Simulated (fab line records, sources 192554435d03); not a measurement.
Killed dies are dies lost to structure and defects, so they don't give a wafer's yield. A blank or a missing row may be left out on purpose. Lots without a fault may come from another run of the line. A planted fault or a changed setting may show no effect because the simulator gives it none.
Which tool did it? | flow n5_finfet | 9 lots, 27 wafers sampled, at 5 steps of a route of 1938

WHAT THE GAUGES READ, wafer by wafer
N5_BEOL_M4_RS_MEAS_58: measures by four-point-probe.
lot  | measured     | on            | M4_RS (ohm/sq)
L604 | day 7 17:34  | film_metro-01 | 0.72 0.66 0.74
L605 | day 8 04:51  | film_metro-02 | 0.71 0.72 0.70
L606 | day 9 00:14  | film_metro-01 | 0.74 0.65 0.67
L607 | day 9 04:45  | film_metro-02 | 0.68 0.67 0.65
L608 | day 9 12:22  | film_metro-02 | 0.69 0.70 0.65
L609 | day 9 14:28  | film_metro-01 | 0.69 0.64 0.64
L617 | day 11 10:16 | film_metro-02 | 0.71 0.70 0.75
L621 | day 11 20:53 | film_metro-01 | 0.65 0.64 0.67
L624 | day 13 21:18 | film_metro-02 | 0.62 0.63 0.61

N5_BEOL_M4_RC_MEAS_101.
lot  | measured     | on        | DIBL_N (mV/V)  | DIBL_P (mV/V)  | IOFF_N (nA/um)    | IOFF_N_85C (nA/um) | IOFF_N_LIN (nA/um) | IOFF_N_LONG (nA/um)        | IOFF_P (nA/um) | ION_N (uA/um) | ION_P (uA/um) | SS_N (mV/dec)  | SS_P (mV/dec)  | VT_N (mV)         | VT_N_LONG (mV)    | VT_N_LVT (mV)    | VT_P (mV)
L604 | day 7 17:38  | prober-01 | 35.5 34.1 34.8 | 35.6 33.7 34.4 | 0.172 0.148 0.159 | 3.4 2.9 3.1        | 0.080 0.072 0.075  | 6.15e-05 6.01e-05 6.2e-05  | 0.26 0.23 0.24 | 685 678 681   | 473 478 474   | 71.3 71.3 71.0 | 73.5 73.0 72.9 | 250.0 248.9 248.9 | 276.3 272.9 273.8 | 95.7 97.7 96.4   | -243 -246 -244
L605 | day 8 04:54  | prober-01 | 34.3 38.8 36.5 | 33.6 39.7 35.2 | 0.129 0.233 0.155 | 2.6 4.2 3.0        | 0.063 0.101 0.070  | 5.53e-05 5.65e-05 5.45e-05 | 0.19 0.29 0.22 | 660 687 672   | 462 468 457   | 71.6 72.8 72.1 | 72.8 74.8 73.3 | 250.5 243.2 251.0 | 275.2 275.9 273.7 | 100.6 93.4 99.6  | -248 -244 -247
L606 | day 9 00:26  | prober-01 | 34.8 36.4 32.5 | 34.6 37.3 32.9 | 0.127 0.172 0.114 | 2.6 3.4 2.4        | 0.062 0.080 0.058  | 5.63e-05 5.86e-05 5.72e-05 | 0.20 0.26 0.19 | 660 683 669   | 460 474 470   | 71.4 71.5 70.7 | 71.7 73.3 72.3 | 253.8 250.2 250.5 | 273.4 274.9 273.8 | 100.2 95.6 100.7 | -248 -246 -247
L607 | day 9 04:48  | prober-02 | 36.3 38.0 36.7 | 36.2 39.1 35.7 | 0.161 0.208 0.169 | 3.1 3.9 3.3        | 0.076 0.094 0.076  | 5.72e-05 5.73e-05 5.72e-05 | 0.22 0.28 0.21 | 674 682 674   | 462 465 454   | 71.1 72.0 71.8 | 74.1 73.7 73.2 | 249.6 246.3 250.4 | 272.9 274.2 271.6 | 100.2 95.4 99.9  | -247 -248 -247
L608 | day 9 12:25  | prober-02 | 37.0 35.1 34.3 | 38.7 36.5 35.6 | 0.187 0.160 0.139 | 3.6 3.2 2.8        | 0.087 0.077 0.068  | 5.4e-05 5.67e-05 5.6e-05   | 0.24 0.20 0.18 | 680 680 673   | 455 468 459   | 72.2 71.6 71.5 | 74.2 73.1 73.1 | 246.1 248.8 249.6 | 275.7 273.2 274.1 | 96.8 97.2 100.0  | -249 -253 -255
L609 | day 9 14:31  | prober-01 | 37.4 37.1 35.0 | 35.6 36.0 33.4 | 0.178 0.178 0.136 | 3.4 3.4 2.7        | 0.079 0.078 0.063  | 5.45e-05 5.48e-05 5.43e-05 | 0.20 0.21 0.16 | 674 686 664   | 456 458 448   | 71.8 71.6 71.7 | 73.3 73.6 72.4 | 247.8 249.2 253.0 | 275.6 273.3 272.4 | 94.7 95.0 99.0   | -255 -253 -255
L617 | day 11 10:28 | prober-01 | 37.2 33.9 36.1 | 37.7 32.7 35.5 | 0.052 0.125 0.163 | 1.2 2.5 3.2        | 0.024 0.060 0.073  | 2.79e-05 5.47e-05 5.62e-05 | 0.26 0.18 0.21 | 599 672 674   | 476 458 461   | 71.4 71.0 71.4 | 73.8 72.8 73.1 | 281.1 253.8 249.0 | 312.3 275.8 275.8 | 130.5 101.5 96.8 | -247 -249 -250
L621 | day 11 21:24 | prober-02 | 37.7 38.6 36.4 | 38.0 38.5 36.7 | 0.194 0.223 0.050 | 3.7 4.1 1.2        | 0.090 0.098 0.023  | 5.84e-05 5.82e-05 2.97e-05 | 0.29 0.30 0.26 | 690 675 601   | 478 467 474   | 71.5 71.7 71.2 | 73.4 74.1 72.9 | 245.4 243.9 280.4 | 274.8 273.9 311.9 | 93.6 93.0 131.1  | -244 -244 -244
L624 | day 13 21:21 | prober-02 | 36.1 37.1 37.0 | 34.4 36.0 36.6 | 0.142 0.142 0.158 | 2.8 2.8 3.0        | 0.067 0.066 0.074  | 5.16e-05 4.89e-05 4.97e-05 | 0.15 0.17 0.18 | 664 643 674   | 450 441 450   | 70.9 71.9 71.8 | 72.8 73.1 73.2 | 249.5 253.3 248.2 | 277.1 275.1 276.5 | 96.9 97.5 96.4   | -258 -254 -255

WHICH TOOL RAN EACH LOT (tool, then ch and the chambers of the sampled wafers, then the start)
lot  | N5_HKMG_FIN_WET_ETCH_18            | N5_BEOL_M4_SPUTTER_92        | N5_BEOL_M4_SPUTTER_94
L604 | wet_bench-04 ch 0,2,6, day 4 08:46 | pvd_sputter-02, day 7 16:05  | pvd_sputter-02, day 7 16:19
L605 | wet_bench-06 ch 0,1,3, day 4 15:47 | pvd_sputter-01, day 8 03:21  | pvd_sputter-01, day 8 03:34
L606 | wet_bench-06 ch 1,3,6, day 4 17:56 | pvd_sputter-03, day 8 22:44  | pvd_sputter-03, day 8 22:57
L607 | wet_bench-01 ch 3,4,6, day 5 07:13 | pvd_sputter-01, day 9 03:16  | pvd_sputter-01, day 9 03:29
L608 | wet_bench-01 ch 1,2,5, day 5 11:26 | pvd_sputter-02, day 9 10:52  | pvd_sputter-02, day 9 11:05
L609 | wet_bench-04 ch 1,6,7, day 5 17:59 | pvd_sputter-02, day 9 12:58  | pvd_sputter-02, day 9 13:11
L617 | wet_bench-04 ch 2,4,6, day 7 10:25 | pvd_sputter-02, day 11 08:45 | pvd_sputter-02, day 11 08:58
L621 | wet_bench-04 ch 1,2,6, day 8 12:58 | pvd_sputter-02, day 11 19:24 | pvd_sputter-02, day 11 19:37
L624 | wet_bench-01 ch 0,2,7, day 9 11:41 | pvd_sputter-03, day 13 19:49 | pvd_sputter-03, day 13 20:02
- N5_HKMG_FIN_WET_ETCH_18: etches TiN in SC1, time 55 s, target depth 5.2 nm, rinse time 30 s.
- N5_BEOL_M4_SPUTTER_92: material Cu, target thk 4.5 nm, time 8.29 s.
- N5_BEOL_M4_SPUTTER_94: material Cu, target thk 4.5 nm, time 8.29 s.

WHAT THE TOOLS THEMSELVES READ (means of the sampled wafers that have a number; where no wafer has one, the mark that the record gives instead)
N5_HKMG_FIN_WET_ETCH_18.
lot  | tool         | nh4oh_flow_mL_min
L604 | wet_bench-04 | 214.0
L605 | wet_bench-06 | 214.1
L606 | wet_bench-06 | 214.2
L607 | wet_bench-01 | 215.2
L608 | wet_bench-01 | 214.8
L609 | wet_bench-04 | 213.9
L617 | wet_bench-04 | 214.1
L621 | wet_bench-04 | 214.2
L624 | wet_bench-01 | 214.0

N5_BEOL_M4_SPUTTER_92.
lot  | tool           | chamber_pressure_pa (Pa) | susceptor_temp_C (C) | throttle_valve_pct (%)
L604 | pvd_sputter-02 | 0.07                     | -19.93               | 30.2
L605 | pvd_sputter-01 | 0.07                     | -19.97               | 29.8
L606 | pvd_sputter-03 | 0.07                     | -20.04               | 28.9
L607 | pvd_sputter-01 | 0.07                     | -20.13               | 30.1
L608 | pvd_sputter-02 | 0.07                     | -20.01               | 30.3
L609 | pvd_sputter-02 | 0.07                     | -19.98               | 31.2
L617 | pvd_sputter-02 | 0.07                     | -20.00               | 29.9
L621 | pvd_sputter-02 | 0.07                     | -19.93               | 30.1
L624 | pvd_sputter-03 | 0.07                     | -19.93               | 30.5

N5_BEOL_M4_SPUTTER_94.
lot  | tool           | chamber_pressure_pa (Pa) | susceptor_temp_C (C) | throttle_valve_pct (%)
L604 | pvd_sputter-02 | 0.06994                  | -19.88               | 30.1
L605 | pvd_sputter-01 | 0.07003                  | -20.08               | 29.9
L606 | pvd_sputter-03 | 0.06994                  | -20.04               | 28.9
L607 | pvd_sputter-01 | 0.07008                  | -20.05               | 30.1
L608 | pvd_sputter-02 | 0.07002                  | -20.05               | 30.4
L609 | pvd_sputter-02 | 0.07000                  | -20.01               | 30.9
L617 | pvd_sputter-02 | 0.07007                  | -19.96               | 29.8
L621 | pvd_sputter-02 | 0.07013                  | -20.04               | 30.1
L624 | pvd_sputter-03 | 0.06990                  | -19.98               | 30.3

THE ANSWER, worked out from the rows above alone
Rule: what is usual is taken from the lots themselves. Put in order of their means at a reading, lots are off if they are a third of the lots or fewer, leave a main group of 4 or more, and stand apart from it by a gap of 3 or more times the standard deviation of the main group's means; of several such gaps the widest counts. A main group whose means are all the same, to the digits that the tables above print for the reading, isn't used. A lot without any number at a reading at which 4 lots or more have one is off too. The other lots that the step has rows for count as sound. The gauges are gone through in route order, then the tools' own readings, and for those a lot's mean is taken as printed above. The first step at which some lot is off is used, and at that step the reading that is off furthest; a lot without a number counts as furthest.
Off: L617, L621, at N5_BEOL_M4_RC_MEAS_101 (VT_N_LONG). The main group: mean 274.4 mV, standard deviation 0.96.
A tool fits if, at a process step before that reading, it ran every lot that is off, and no sound lot after the first of them. The gauges at N5_BEOL_M4_RC_MEAS_101 are tried like those tools. Can't be told from this: 2 tools fit, wet_bench-04 at N5_HKMG_FIN_WET_ETCH_18, pvd_sputter-02 at N5_BEOL_M4_SPUTTER_92 and N5_BEOL_M4_SPUTTER_94.

WHAT THE SIMULATOR HAD PUT IN
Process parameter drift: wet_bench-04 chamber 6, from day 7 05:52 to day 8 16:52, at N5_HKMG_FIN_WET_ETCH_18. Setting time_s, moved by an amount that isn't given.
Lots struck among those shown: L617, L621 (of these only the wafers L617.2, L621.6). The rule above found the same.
